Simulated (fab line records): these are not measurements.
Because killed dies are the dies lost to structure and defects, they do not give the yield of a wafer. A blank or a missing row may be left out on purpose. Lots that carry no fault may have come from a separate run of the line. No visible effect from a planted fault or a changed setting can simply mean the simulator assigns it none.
Which tool was responsible? || flow nand harc || 24 lots with 72 wafers sampled at 5 steps, on a route of 1302 steps

== WHAT THE GAUGES READ, wafer by wafer ==
NHARC_P_GATE_INSPECT_28. Usual: raw defect count at 6, with a standard deviation of 3.2.
{"lot": "L074", "measured": "day 5 09:45", "on": "defect inspect-02", "raw defect count": "7 7 15", "flag": ""}
{"lot": "L076", "measured": "day 6 01:28", "on": "defect inspect-02", "raw defect count": "2 7 7", "flag": ""}
{"lot": "L075", "measured": "day 6 01:59", "on": "defect inspect-02", "raw defect count": "7 5 9", "flag": ""}
{"lot": "L077", "measured": "day 6 11:47", "on": "defect inspect-01", "raw defect count": "9 14 2", "flag": ""}
{"lot": "L078", "measured": "day 6 14:43", "on": "defect inspect-02", "raw defect count": "7 8 10", "flag": ""}
{"lot": "L079", "measured": "day 7 08:38", "on": "defect inspect-02", "raw defect count": "1 8 8", "flag": ""}
{"lot": "L080", "measured": "day 7 12:26", "on": "defect inspect-02", "raw defect count": "11 12 18", "flag": ""}
{"lot": "L081", "measured": "day 7 23:22", "on": "defect inspect-01", "raw defect count": "6 3 7", "flag": ""}
{"lot": "L082", "measured": "day 8 05:52", "on": "defect inspect-01", "raw defect count": "2 3 2", "flag": ""}
{"lot": "L083", "measured": "day 8 23:20", "on": "defect inspect-02", "raw defect count": "4 12 10", "flag": ""}
{"lot": "L084", "measured": "day 9 02:45", "on": "defect inspect-02", "raw defect count": "4 4 7", "flag": ""}
{"lot": "L085", "measured": "day 9 10:55", "on": "defect inspect-01", "raw defect count": "6 6 4", "flag": ""}
{"lot": "L086", "measured": "day 10 02:13", "on": "defect inspect-01", "raw defect count": "7 3 4", "flag": ""}
{"lot": "L087", "measured": "day 10 07:55", "on": "defect inspect-02", "raw defect count": "8 6 5", "flag": ""}
{"lot": "L088", "measured": "day 11 00:49", "on": "defect inspect-02", "raw defect count": "7 5 5", "flag": ""}
{"lot": "L089", "measured": "day 11 01:04", "on": "defect inspect-02", "raw defect count": "0 5 7", "flag": ""}
{"lot": "L090", "measured": "day 11 17:04", "on": "defect inspect-02", "raw defect count": "11 8 7", "flag": ""}
{"lot": "L091", "measured": "day 12 04:18", "on": "defect inspect-02", "raw defect count": "9 8 8", "flag": ""}
{"lot": "L092", "measured": "day 12 16:12", "on": "defect inspect-01", "raw defect count": "7 4 9", "flag": ""}
{"lot": "L093", "measured": "day 12 23:08", "on": "defect inspect-01", "raw defect count": "12 9 4", "flag": ""}
{"lot": "L094", "measured": "day 13 10:34", "on": "defect inspect-02", "raw defect count": "3 7 4", "flag": ""}
{"lot": "L095", "measured": "day 13 17:40", "on": "defect inspect-02", "raw defect count": "4 4 2", "flag": ""}
{"lot": "L096", "measured": "day 14 06:16", "on": "defect inspect-02", "raw defect count": "10 7 10", "flag": ""}
{"lot": "L097", "measured": "day 14 13:29", "on": "defect inspect-01", "raw defect count": "7 8 8", "flag": ""}

NHARC_P_M1_OVL_MEAS_10: pitch 260 nm. Usual: overlay x nm 0.2 nm, standard deviation 0.7; overlay y nm 0.2 nm, standard deviation 0.85.
{"lot": "L074", "measured": "day 6 14:02", "on": "overlay-01", "overlay x nm (nm)": "-0.3 0.4 0.0", "overlay y nm (nm)": "1.4 1.2 2.0", "flag": ""}
{"lot": "L076", "measured": "day 7 05:38", "on": "overlay-01", "overlay x nm (nm)": "0.3 0.0 0.4", "overlay y nm (nm)": "0.1 0.0 0.0", "flag": ""}
{"lot": "L075", "measured": "day 7 06:22", "on": "overlay-01", "overlay x nm (nm)": "-1.7 -1.2 -1.4", "overlay y nm (nm)": "0.3 0.3 0.1", "flag": ""}
{"lot": "L077", "measured": "day 7 16:05", "on": "overlay-01", "overlay x nm (nm)": "0.4 0.5 0.8", "overlay y nm (nm)": "0.3 0.0 0.0", "flag": ""}
{"lot": "L078", "measured": "day 7 20:44", "on": "overlay-01", "overlay x nm (nm)": "0.5 -0.4 -0.4", "overlay y nm (nm)": "-0.2 0.5 0.4", "flag": ""}
{"lot": "L079", "measured": "day 8 12:45", "on": "overlay-01", "overlay x nm (nm)": "0.9 1.0 1.1", "overlay y nm (nm)": "0.2 0.7 0.7", "flag": ""}
{"lot": "L080", "measured": "day 8 17:25", "on": "overlay-01", "overlay x nm (nm)": "-0.3 -0.2 -0.2", "overlay y nm (nm)": "1.4 1.4 1.0", "flag": ""}
{"lot": "L081", "measured": "day 9 03:37", "on": "overlay-01", "overlay x nm (nm)": "0.4 -0.4 0.3", "overlay y nm (nm)": "-0.6 -1.0 -0.4", "flag": ""}
{"lot": "L082", "measured": "day 9 11:05", "on": "overlay-01", "overlay x nm (nm)": "-1.0 -1.0 -1.0", "overlay y nm (nm)": "0.6 0.1 0.4", "flag": ""}
{"lot": "L083", "measured": "day 10 03:52", "on": "overlay-01", "overlay x nm (nm)": "0.0 -0.4 -0.4", "overlay y nm (nm)": "-0.8 -0.6 -1.2", "flag": ""}
{"lot": "L084", "measured": "day 10 07:01", "on": "overlay-01", "overlay x nm (nm)": "0.1 -0.2 0.8", "overlay y nm (nm)": "2.1 2.3 2.1", "flag": ""}
{"lot": "L085", "measured": "day 10 14:51", "on": "overlay-01", "overlay x nm (nm)": "0.2 -0.1 0.3", "overlay y nm (nm)": "-0.8 -0.1 -0.1", "flag": ""}
{"lot": "L086", "measured": "day 11 06:07", "on": "overlay-01", "overlay x nm (nm)": "-0.5 -0.7 0.1", "overlay y nm (nm)": "0.0 0.5 -0.2", "flag": ""}
{"lot": "L087", "measured": "day 11 12:37", "on": "overlay-01", "overlay x nm (nm)": "0.7 0.5 0.6", "overlay y nm (nm)": "0.7 0.5 0.6", "flag": ""}
{"lot": "L088", "measured": "day 12 06:20", "on": "overlay-02", "overlay x nm (nm)": "0.2 0.0 -0.2", "overlay y nm (nm)": "-0.2 -0.4 -0.2", "flag": ""}
{"lot": "L089", "measured": "day 12 06:29", "on": "overlay-01", "overlay x nm (nm)": "1.4 1.7 1.6", "overlay y nm (nm)": "-1.1 -0.5 -1.0", "flag": ""}
{"lot": "L090", "measured": "day 12 21:07", "on": "overlay-01", "overlay x nm (nm)": "0.4 0.6 0.4", "overlay y nm (nm)": "-1.3 -0.9 -1.1", "flag": ""}
{"lot": "L091", "measured": "day 13 08:05", "on": "overlay-01", "overlay x nm (nm)": "-0.3 -0.1 -0.7", "overlay y nm (nm)": "-1.3 -1.1 -0.6", "flag": ""}
{"lot": "L092", "measured": "day 13 20:22", "on": "overlay-01", "overlay x nm (nm)": "0.4 0.1 0.3", "overlay y nm (nm)": "0.5 0.4 0.4", "flag": ""}
{"lot": "L093", "measured": "day 14 03:26", "on": "overlay-02", "overlay x nm (nm)": "0.7 1.2 1.4", "overlay y nm (nm)": "-0.7 -0.1 -0.9", "flag": ""}
{"lot": "L094", "measured": "day 14 14:48", "on": "overlay-01", "overlay x nm (nm)": "0.2 0.2 0.8", "overlay y nm (nm)": "1.8 2.3 1.4", "flag": ""}
{"lot": "L095", "measured": "day 14 21:50", "on": "overlay-01", "overlay x nm (nm)": "0.0 0.3 0.7", "overlay y nm (nm)": "1.1 1.4 0.9", "flag": ""}
{"lot": "L096", "measured": "day 15 10:47", "on": "overlay-01", "overlay x nm (nm)": "0.5 0.1 1.1", "overlay y nm (nm)": "0.3 0.0 0.1", "flag": ""}
{"lot": "L097", "measured": "day 15 18:17", "on": "overlay-01", "overlay x nm (nm)": "0.5 0.3 0.6", "overlay y nm (nm)": "-0.1 0.0 -0.1", "flag": ""}

== EACH LOT AND THE TOOL THAT RAN IT (in order: tool; ch and the chambers of the sampled wafers; start) ==
{"lot": "L074", "NHARC_P_GATE_STRIP_108": "rie diel-05 ch 0,2,3, day 5 10:29", "NHARC_P_GATE_ETCHBACK_37": "rie diel-10 ch 0,1,2, day 6 11:03 or earlier", "NHARC_P_M0_DEGAS_28": "pvd sputter-02, day 6 11:03"}
{"lot": "L076", "NHARC_P_GATE_STRIP_108": "rie diel-05 ch 1,2,3, day 6 02:10", "NHARC_P_GATE_ETCHBACK_37": "rie diel-05 ch 0,3, day 7 02:35 or earlier", "NHARC_P_M0_DEGAS_28": "pvd sputter-02, day 7 02:35"}
{"lot": "L075", "NHARC_P_GATE_STRIP_108": "rie diel-04 ch 1,2,3, day 6 02:41", "NHARC_P_GATE_ETCHBACK_37": "rie diel-04 ch 0,1, day 7 03:19 or earlier", "NHARC_P_M0_DEGAS_28": "pvd sputter-02, day 7 03:19"}
{"lot": "L077", "NHARC_P_GATE_STRIP_108": "rie diel-10 ch 0,2,3, day 6 12:29", "NHARC_P_GATE_ETCHBACK_37": "rie diel-05 ch 2,3, day 7 13:00 or earlier", "NHARC_P_M0_DEGAS_28": "pvd sputter-02, day 7 13:00"}
{"lot": "L078", "NHARC_P_GATE_STRIP_108": "rie diel-04 ch 0,1, day 6 15:26", "NHARC_P_GATE_ETCHBACK_37": "rie diel-05 ch 1,2, day 7 17:40 or earlier", "NHARC_P_M0_DEGAS_28": "pvd sputter-02, day 7 17:40"}
{"lot": "L079", "NHARC_P_GATE_STRIP_108": "rie diel-05 ch 2,3, day 7 09:23", "NHARC_P_GATE_ETCHBACK_37": "rie diel-04 ch 0,2,3, day 8 09:41 or earlier", "NHARC_P_M0_DEGAS_28": "pvd sputter-01, day 8 09:41"}
{"lot": "L080", "NHARC_P_GATE_STRIP_108": "rie diel-04 ch 0,2,3, day 7 13:08", "NHARC_P_GATE_ETCHBACK_37": "rie diel-05 ch 2,3, day 8 14:28 or earlier", "NHARC_P_M0_DEGAS_28": "pvd sputter-01, day 8 14:28"}
{"lot": "L081", "NHARC_P_GATE_STRIP_108": "rie diel-05 ch 0,2, day 8 00:02", "NHARC_P_GATE_ETCHBACK_37": "rie diel-05 ch 0,1,3, day 9 00:35 or earlier", "NHARC_P_M0_DEGAS_28": "pvd sputter-01, day 9 00:35"}
{"lot": "L082", "NHARC_P_GATE_STRIP_108": "rie diel-05 ch 0,1, day 8 06:34", "NHARC_P_GATE_ETCHBACK_37": "rie diel-05 ch 2,3, day 9 08:04 or earlier", "NHARC_P_M0_DEGAS_28": "pvd sputter-01, day 9 08:04"}
{"lot": "L083", "NHARC_P_GATE_STRIP_108": "rie diel-05 ch 0,1,2, day 9 00:04", "NHARC_P_GATE_ETCHBACK_37": "rie diel-10 ch 0,1, day 10 00:49 or earlier", "NHARC_P_M0_DEGAS_28": "pvd sputter-02, day 10 00:49"}
{"lot": "L084", "NHARC_P_GATE_STRIP_108": "rie diel-04 ch 1,2,3, day 9 03:27", "NHARC_P_GATE_ETCHBACK_37": "rie diel-05 ch 1,2,3, day 10 04:02 or earlier", "NHARC_P_M0_DEGAS_28": "pvd sputter-01, day 10 04:02"}
{"lot": "L085", "NHARC_P_GATE_STRIP_108": "rie diel-10 ch 0,1,2, day 9 11:38", "NHARC_P_GATE_ETCHBACK_37": "rie diel-10 ch 1,2,3, day 10 11:50 or earlier", "NHARC_P_M0_DEGAS_28": "pvd sputter-02, day 10 11:50"}
{"lot": "L086", "NHARC_P_GATE_STRIP_108": "rie diel-10 ch 1,2,3, day 10 02:56", "NHARC_P_GATE_ETCHBACK_37": "rie diel-05 ch 0,1,2, day 11 03:06 or earlier", "NHARC_P_M0_DEGAS_28": "pvd sputter-02, day 11 03:06"}
{"lot": "L087", "NHARC_P_GATE_STRIP_108": "rie diel-05 ch 0,1,3, day 10 08:36", "NHARC_P_GATE_ETCHBACK_37": "rie diel-10 ch 1,2,3, day 11 09:23 or earlier", "NHARC_P_M0_DEGAS_28": "pvd sputter-01, day 11 09:23"}
{"lot": "L088", "NHARC_P_GATE_STRIP_108": "rie diel-05 ch 0,2, day 11 01:36", "NHARC_P_GATE_ETCHBACK_37": "rie diel-05 ch 0,2, day 12 03:00 or earlier", "NHARC_P_M0_DEGAS_28": "pvd sputter-01, day 12 03:00"}
{"lot": "L089", "NHARC_P_GATE_STRIP_108": "rie diel-10 ch 1,3, day 11 01:46", "NHARC_P_GATE_ETCHBACK_37": "rie diel-05 ch 0,2,3, day 12 03:26 or earlier", "NHARC_P_M0_DEGAS_28": "pvd sputter-02, day 12 03:26"}
{"lot": "L090", "NHARC_P_GATE_STRIP_108": "rie diel-10 ch 0,1,3, day 11 17:49", "NHARC_P_GATE_ETCHBACK_37": "rie diel-05 ch 1,2,3, day 12 18:03 or earlier", "NHARC_P_M0_DEGAS_28": "pvd sputter-03, day 12 18:03"}
{"lot": "L091", "NHARC_P_GATE_STRIP_108": "rie diel-05 ch 0,2,3, day 12 04:59", "NHARC_P_GATE_ETCHBACK_37": "rie diel-05 ch 1,2, day 13 05:10 or earlier", "NHARC_P_M0_DEGAS_28": "pvd sputter-02, day 13 05:10"}
{"lot": "L092", "NHARC_P_GATE_STRIP_108": "rie diel-05 ch 0,1,2, day 12 16:54", "NHARC_P_GATE_ETCHBACK_37": "rie diel-10 ch 1,2,3, day 13 17:20 or earlier", "NHARC_P_M0_DEGAS_28": "pvd sputter-03, day 13 17:20"}
{"lot": "L093", "NHARC_P_GATE_STRIP_108": "rie diel-05 ch 1,2,3, day 12 23:50", "NHARC_P_GATE_ETCHBACK_37": "rie diel-04 ch 1,2,3, day 14 00:26 or earlier", "NHARC_P_M0_DEGAS_28": "pvd sputter-01, day 14 00:26"}
{"lot": "L094", "NHARC_P_GATE_STRIP_108": "rie diel-10 ch 0,2,3, day 13 11:16", "NHARC_P_GATE_ETCHBACK_37": "rie diel-10 ch 0,3, day 14 11:46 or earlier", "NHARC_P_M0_DEGAS_28": "pvd sputter-01, day 14 11:46"}
{"lot": "L095", "NHARC_P_GATE_STRIP_108": "rie diel-05 ch 0,3, day 13 18:21", "NHARC_P_GATE_ETCHBACK_37": "rie diel-05 ch 0,2,3, day 14 18:47 or earlier", "NHARC_P_M0_DEGAS_28": "pvd sputter-03, day 14 18:47"}
{"lot": "L096", "NHARC_P_GATE_STRIP_108": "rie diel-10 ch 0,3, day 14 06:58", "NHARC_P_GATE_ETCHBACK_37": "rie diel-10 ch 0,2,3, day 15 07:55 or earlier", "NHARC_P_M0_DEGAS_28": "pvd sputter-02, day 15 07:55"}
{"lot": "L097", "NHARC_P_GATE_STRIP_108": "rie diel-05 ch 0,2,3, day 14 14:11", "NHARC_P_GATE_ETCHBACK_37": "rie diel-04 ch 0,2,3, day 15 15:14 or earlier", "NHARC_P_M0_DEGAS_28": "pvd sputter-02, day 15 15:14"}
- NHARC_P_GATE_STRIP_108: strips in O2.
- NHARC_P_GATE_ETCHBACK_37: etches the open film in CHF3/O2, target depth 34.5 nm, time 17.2 s.
- NHARC_P_M0_DEGAS_28: time 60 s.

== AS READ BY THE TOOLS THEMSELVES (means over the sampled wafers that have a number; for cases with no such wafer, the mark the record gives instead) ==
NHARC_P_GATE_STRIP_108. Usual: drypump motor current A 5.8 A, standard deviation 0.44; oes product au 0.999 a.u., standard deviation 0.0091; rf vpp V 58.0 V, standard deviation 0.92; showerhead plenum p Torr 3.58 Torr, standard deviation 0.13; throttle valve pct 17.038 %, standard deviation 0.0086.
{"lot": "L074", "tool": "rie diel-05", "drypump motor current A (A)": 5.8, "oes product au (a.u.)": 0.998, "rf vpp V (V)": 58.3, "showerhead plenum p Torr (Torr)": 3.58, "throttle valve pct (%)": 17.028, "flag": ""}
{"lot": "L076", "tool": "rie diel-05", "drypump motor current A (A)": 6.1, "oes product au (a.u.)": 1.004, "rf vpp V (V)": 58.9, "showerhead plenum p Torr (Torr)": 3.63, "throttle valve pct (%)": 17.026, "flag": ""}
{"lot": "L075", "tool": "rie diel-04", "drypump motor current A (A)": 5.8, "oes product au (a.u.)": 1.000, "rf vpp V (V)": 58.4, "showerhead plenum p Torr (Torr)": 3.53, "throttle valve pct (%)": 17.035, "flag": ""}
{"lot": "L077", "tool": "rie diel-10", "drypump motor current A (A)": 5.6, "oes product au (a.u.)": 0.991, "rf vpp V (V)": 58.1, "showerhead plenum p Torr (Torr)": 3.58, "throttle valve pct (%)": 17.041, "flag": ""}
{"lot": "L078", "tool": "rie diel-04", "drypump motor current A (A)": 5.6, "oes product au (a.u.)": 1.000, "rf vpp V (V)": 57.4, "showerhead plenum p Torr (Torr)": 3.46, "throttle valve pct (%)": 17.032, "flag": ""}
{"lot": "L079", "tool": "rie diel-05", "drypump motor current A (A)": 5.9, "oes product au (a.u.)": 0.992, "rf vpp V (V)": 57.8, "showerhead plenum p Torr (Torr)": 3.68, "throttle valve pct (%)": 17.036, "flag": ""}
{"lot": "L080", "tool": "rie diel-04", "drypump motor current A (A)": 6.1, "oes product au (a.u.)": 0.998, "rf vpp V (V)": 57.3, "showerhead plenum p Torr (Torr)": 3.56, "throttle valve pct (%)": 17.041, "flag": ""}
{"lot": "L081", "tool": "rie diel-05", "drypump motor current A (A)": 5.9, "oes product au (a.u.)": 0.997, "rf vpp V (V)": 57.9, "showerhead plenum p Torr (Torr)": 3.67, "throttle valve pct (%)": 17.038, "flag": ""}
{"lot": "L082", "tool": "rie diel-05", "drypump motor current A (A)": 5.8, "oes product au (a.u.)": 0.998, "rf vpp V (V)": 57.3, "showerhead plenum p Torr (Torr)": 3.52, "throttle valve pct (%)": 17.032, "flag": ""}
{"lot": "L083", "tool": "rie diel-05", "drypump motor current A (A)": 6.1, "oes product au (a.u.)": 0.999, "rf vpp V (V)": 58.0, "showerhead plenum p Torr (Torr)": 3.62, "throttle valve pct (%)": 17.030, "flag": ""}
{"lot": "L084", "tool": "rie diel-04", "drypump motor current A (A)": 5.8, "oes product au (a.u.)": 0.995, "rf vpp V (V)": 57.7, "showerhead plenum p Torr (Torr)": 3.53, "throttle valve pct (%)": 17.035, "flag": ""}
{"lot": "L085", "tool": "rie diel-10", "drypump motor current A (A)": 5.3, "oes product au (a.u.)": 1.001, "rf vpp V (V)": 57.5, "showerhead plenum p Torr (Torr)": 3.50, "throttle valve pct (%)": 17.035, "flag": ""}
{"lot": "L086", "tool": "rie diel-10", "drypump motor current A (A)": 5.6, "oes product au (a.u.)": 0.994, "rf vpp V (V)": 58.0, "showerhead plenum p Torr (Torr)": 3.62, "throttle valve pct (%)": 17.045, "flag": ""}
{"lot": "L087", "tool": "rie diel-05", "drypump motor current A (A)": 5.9, "oes product au (a.u.)": 1.001, "rf vpp V (V)": 57.7, "showerhead plenum p Torr (Torr)": 3.53, "throttle valve pct (%)": 17.043, "flag": ""}
{"lot": "L088", "tool": "rie diel-05", "drypump motor current A (A)": 5.9, "oes product au (a.u.)": 1.003, "rf vpp V (V)": 58.0, "showerhead plenum p Torr (Torr)": 3.67, "throttle valve pct (%)": 17.039, "flag": ""}
{"lot": "L089", "tool": "rie diel-10", "drypump motor current A (A)": 5.8, "oes product au (a.u.)": 0.991, "rf vpp V (V)": 58.4, "showerhead plenum p Torr (Torr)": 3.62, "throttle valve pct (%)": 17.038, "flag": ""}
{"lot": "L090", "tool": "rie diel-10", "drypump motor current A (A)": 5.6, "oes product au (a.u.)": 0.994, "rf vpp V (V)": 57.6, "showerhead plenum p Torr (Torr)": 3.50, "throttle valve pct (%)": 17.036, "flag": ""}
{"lot": "L091", "tool": "rie diel-05", "drypump motor current A (A)": 5.7, "oes product au (a.u.)": 1.003, "rf vpp V (V)": 58.1, "showerhead plenum p Torr (Torr)": 3.58, "throttle valve pct (%)": 17.035, "flag": ""}
{"lot": "L092", "tool": "rie diel-05", "drypump motor current A (A)": 6.0, "oes product au (a.u.)": 1.001, "rf vpp V (V)": 58.4, "showerhead plenum p Torr (Torr)": 3.61, "throttle valve pct (%)": 17.040, "flag": ""}
{"lot": "L093", "tool": "rie diel-05", "drypump motor current A (A)": 6.1, "oes product au (a.u.)": 1.004, "rf vpp V (V)": 57.6, "showerhead plenum p Torr (Torr)": 3.62, "throttle valve pct (%)": 17.045, "flag": ""}
{"lot": "L094", "tool": "rie diel-10", "drypump motor current A (A)": 5.6, "oes product au (a.u.)": 0.996, "rf vpp V (V)": 58.1, "showerhead plenum p Torr (Torr)": 3.58, "throttle valve pct (%)": 17.045, "flag": ""}
{"lot": "L095", "tool": "rie diel-05", "drypump motor current A (A)": 5.6, "oes product au (a.u.)": 1.009, "rf vpp V (V)": 57.5, "showerhead plenum p Torr (Torr)": 3.49, "throttle valve pct (%)": 17.047, "flag": ""}
{"lot": "L096", "tool": "rie diel-10", "drypump motor current A (A)": 5.6, "oes product au (a.u.)": 0.986, "rf vpp V (V)": 57.4, "showerhead plenum p Torr (Torr)": 3.45, "throttle valve pct (%)": 17.038, "flag": ""}
{"lot": "L097", "tool": "rie diel-05", "drypump motor current A (A)": 5.7, "oes product au (a.u.)": 0.998, "rf vpp V (V)": 57.8, "showerhead plenum p Torr (Torr)": 3.58, "throttle valve pct (%)": 17.036, "flag": ""}

NHARC_P_GATE_ETCHBACK_37. Usual: bias w 199.9 W, standard deviation 0.58; drypump motor current A 5.8 A, standard deviation 0.45; oes product au 0.939 a.u., standard deviation 0.028; rf vpp V 371.2 V, standard deviation 2.1; showerhead plenum p Torr 2.43 Torr, standard deviation 0.094; throttle valve pct 20.573 %, standard deviation 0.0092.
{"lot": "L074", "tool": "rie diel-10", "bias w (W)": 200.2, "drypump motor current A (A)": 5.3, "oes product au (a.u.)": 0.997, "rf vpp V (V)": 370.7, "showerhead plenum p Torr (Torr)": 2.38, "throttle valve pct (%)": 20.572, "flag": ""}
{"lot": "L076", "tool": "rie diel-05", "bias w (W)": 200.1, "drypump motor current A (A)": 5.5, "oes product au (a.u.)": 0.923, "rf vpp V (V)": 370.7, "showerhead plenum p Torr (Torr)": 2.37, "throttle valve pct (%)": 20.576, "flag": ""}
{"lot": "L075", "tool": "rie diel-04", "bias w (W)": 199.4, "drypump motor current A (A)": 5.3, "oes product au (a.u.)": 0.925, "rf vpp V (V)": 369.1, "showerhead plenum p Torr (Torr)": 2.33, "throttle valve pct (%)": 20.567, "flag": ""}
{"lot": "L077", "tool": "rie diel-05", "bias w (W)": 199.9, "drypump motor current A (A)": 5.7, "oes product au (a.u.)": 0.980, "rf vpp V (V)": 371.0, "showerhead plenum p Torr (Torr)": 2.44, "throttle valve pct (%)": 20.574, "flag": ""}
{"lot": "L078", "tool": "rie diel-05", "bias w (W)": 200.0, "drypump motor current A (A)": 6.4, "oes product au (a.u.)": 0.985, "rf vpp V (V)": 372.7, "showerhead plenum p Torr (Torr)": 2.50, "throttle valve pct (%)": 20.568, "flag": ""}
{"lot": "L079", "tool": "rie diel-04", "bias w (W)": 200.1, "drypump motor current A (A)": 6.1, "oes product au (a.u.)": 0.922, "rf vpp V (V)": 371.1, "showerhead plenum p Torr (Torr)": 2.42, "throttle valve pct (%)": 20.578, "flag": ""}
{"lot": "L080", "tool": "rie diel-05", "bias w (W)": 199.3, "drypump motor current A (A)": 5.9, "oes product au (a.u.)": 0.937, "rf vpp V (V)": 373.4, "showerhead plenum p Torr (Torr)": 2.51, "throttle valve pct (%)": 20.575, "flag": ""}
{"lot": "L081", "tool": "rie diel-05", "bias w (W)": 200.1, "drypump motor current A (A)": 5.9, "oes product au (a.u.)": 0.921, "rf vpp V (V)": 371.1, "showerhead plenum p Torr (Torr)": 2.40, "throttle valve pct (%)": 20.580, "flag": ""}
{"lot": "L082", "tool": "rie diel-05", "bias w (W)": 200.1, "drypump motor current A (A)": 5.7, "oes product au (a.u.)": 0.926, "rf vpp V (V)": 371.2, "showerhead plenum p Torr (Torr)": 2.44, "throttle valve pct (%)": 20.572, "flag": ""}
{"lot": "L083", "tool": "rie diel-10", "bias w (W)": 200.1, "drypump motor current A (A)": 5.3, "oes product au (a.u.)": 0.911, "rf vpp V (V)": 368.4, "showerhead plenum p Torr (Torr)": 2.33, "throttle valve pct (%)": 20.575, "flag": ""}
{"lot": "L084", "tool": "rie diel-05", "bias w (W)": 199.6, "drypump motor current A (A)": 6.0, "oes product au (a.u.)": 0.920, "rf vpp V (V)": 371.8, "showerhead plenum p Torr (Torr)": 2.47, "throttle valve pct (%)": 20.581, "flag": ""}
{"lot": "L085", "tool": "rie diel-10", "bias w (W)": 200.0, "drypump motor current A (A)": 5.6, "oes product au (a.u.)": 0.924, "rf vpp V (V)": 371.6, "showerhead plenum p Torr (Torr)": 2.47, "throttle valve pct (%)": 20.566, "flag": ""}
{"lot": "L086", "tool": "rie diel-05", "bias w (W)": 199.9, "drypump motor current A (A)": 6.0, "oes product au (a.u.)": 0.923, "rf vpp V (V)": 372.5, "showerhead plenum p Torr (Torr)": 2.46, "throttle valve pct (%)": 20.578, "flag": ""}
{"lot": "L087", "tool": "rie diel-10", "bias w (W)": 200.2, "drypump motor current A (A)": 5.6, "oes product au (a.u.)": 0.927, "rf vpp V (V)": 371.7, "showerhead plenum p Torr (Torr)": 2.47, "throttle valve pct (%)": 20.570, "flag": ""}
{"lot": "L088", "tool": "rie diel-05", "bias w (W)": 200.0, "drypump motor current A (A)": 5.7, "oes product au (a.u.)": 0.936, "rf vpp V (V)": 370.5, "showerhead plenum p Torr (Torr)": 2.43, "throttle valve pct (%)": 20.578, "flag": ""}
{"lot": "L089", "tool": "rie diel-05", "bias w (W)": 199.9, "drypump motor current A (A)": 5.7, "oes product au (a.u.)": 1.002, "rf vpp V (V)": 371.2, "showerhead plenum p Torr (Torr)": 2.44, "throttle valve pct (%)": 20.578, "flag": ""}
{"lot": "L090", "tool": "rie diel-05", "bias w (W)": 200.7, "drypump motor current A (A)": 6.1, "oes product au (a.u.)": 0.923, "rf vpp V (V)": 372.4, "showerhead plenum p Torr (Torr)": 2.47, "throttle valve pct (%)": 20.578, "flag": ""}
{"lot": "L091", "tool": "rie diel-05", "bias w (W)": 199.6, "drypump motor current A (A)": 6.4, "oes product au (a.u.)": 0.935, "rf vpp V (V)": 372.6, "showerhead plenum p Torr (Torr)": 2.49, "throttle valve pct (%)": 20.564, "flag": ""}
{"lot": "L092", "tool": "rie diel-10", "bias w (W)": 199.9, "drypump motor current A (A)": 5.6, "oes product au (a.u.)": 0.956, "rf vpp V (V)": 372.2, "showerhead plenum p Torr (Torr)": 2.47, "throttle valve pct (%)": 20.566, "flag": ""}
{"lot": "L093", "tool": "rie diel-04", "bias w (W)": 199.5, "drypump motor current A (A)": 5.8, "oes product au (a.u.)": 0.922, "rf vpp V (V)": 370.6, "showerhead plenum p Torr (Torr)": 2.40, "throttle valve pct (%)": 20.572, "flag": ""}
{"lot": "L094", "tool": "rie diel-10", "bias w (W)": 199.3, "drypump motor current A (A)": 5.6, "oes product au (a.u.)": 0.912, "rf vpp V (V)": 369.0, "showerhead plenum p Torr (Torr)": 2.35, "throttle valve pct (%)": 20.573, "flag": ""}
{"lot": "L095", "tool": "rie diel-05", "bias w (W)": 199.6, "drypump motor current A (A)": 5.7, "oes product au (a.u.)": 0.932, "rf vpp V (V)": 372.5, "showerhead plenum p Torr (Torr)": 2.44, "throttle valve pct (%)": 20.573, "flag": ""}
{"lot": "L096", "tool": "rie diel-10", "bias w (W)": 199.5, "drypump motor current A (A)": 5.6, "oes product au (a.u.)": 0.927, "rf vpp V (V)": 370.9, "showerhead plenum p Torr (Torr)": 2.43, "throttle valve pct (%)": 20.570, "flag": ""}
{"lot": "L097", "tool": "rie diel-04", "bias w (W)": 200.3, "drypump motor current A (A)": 6.1, "oes product au (a.u.)": 0.928, "rf vpp V (V)": 370.1, "showerhead plenum p Torr (Torr)": 2.42, "throttle valve pct (%)": 20.578, "flag": ""}

NHARC_P_M0_DEGAS_28. Usual: heater power w at 327 W, with a standard deviation of 25.
{"lot": "L074", "tool": "pvd sputter-02", "heater power w (W)": 326, "flag": ""}
{"lot": "L076", "tool": "pvd sputter-02", "heater power w (W)": 349, "flag": ""}
{"lot": "L075", "tool": "pvd sputter-02", "heater power w (W)": 351, "flag": ""}
{"lot": "L077", "tool": "pvd sputter-02", "heater power w (W)": 329, "flag": ""}
{"lot": "L078", "tool": "pvd sputter-02", "heater power w (W)": 346, "flag": ""}
{"lot": "L079", "tool": "pvd sputter-01", "heater power w (W)": 314, "flag": ""}
{"lot": "L080", "tool": "pvd sputter-01", "heater power w (W)": 302, "flag": ""}
{"lot": "L081", "tool": "pvd sputter-01", "heater power w (W)": 324, "flag": ""}
{"lot": "L082", "tool": "pvd sputter-01", "heater power w (W)": 314, "flag": ""}
{"lot": "L083", "tool": "pvd sputter-02", "heater power w (W)": 302, "flag": ""}
{"lot": "L084", "tool": "pvd sputter-01", "heater power w (W)": 318, "flag": ""}
{"lot": "L085", "tool": "pvd sputter-02", "heater power w (W)": 327, "flag": ""}
{"lot": "L086", "tool": "pvd sputter-02", "heater power w (W)": 323, "flag": ""}
{"lot": "L087", "tool": "pvd sputter-01", "heater power w (W)": 323, "flag": ""}
{"lot": "L088", "tool": "pvd sputter-01", "heater power w (W)": 334, "flag": ""}
{"lot": "L089", "tool": "pvd sputter-02", "heater power w (W)": 328, "flag": ""}
{"lot": "L090", "tool": "pvd sputter-03", "heater power w (W)": 346, "flag": ""}
{"lot": "L091", "tool": "pvd sputter-02", "heater power w (W)": 348, "flag": ""}
{"lot": "L092", "tool": "pvd sputter-03", "heater power w (W)": 326, "flag": ""}
{"lot": "L093", "tool": "pvd sputter-01", "heater power w (W)": 312, "flag": ""}
{"lot": "L094", "tool": "pvd sputter-01", "heater power w (W)": 312, "flag": ""}
{"lot": "L095", "tool": "pvd sputter-03", "heater power w (W)": 316, "flag": ""}
{"lot": "L096", "tool": "pvd sputter-02", "heater power w (W)": 321, "flag": ""}
{"lot": "L097", "tool": "pvd sputter-02", "heater power w (W)": 324, "flag": ""}

== THE ANSWER, worked out from the rows above alone ==
Rule: a lot is off if the mean of its wafers that have a number lies more than 3 standard deviations from the usual mean. Also off: a lot with no number at a reading for which 4 or more lots have one. All remaining lots with rows at the step are treated as sound. Order of review: gauges by route order, followed by the tools' own readings, for which a lot's mean as printed above is used. At the first step where some lot is off, the reading lying furthest off is the one used; lots without a number count as furthest.
No lot is off on any of the readings shown, so nothing can be concluded from this.

== WHAT THE SIMULATOR HAD INSERTED ==
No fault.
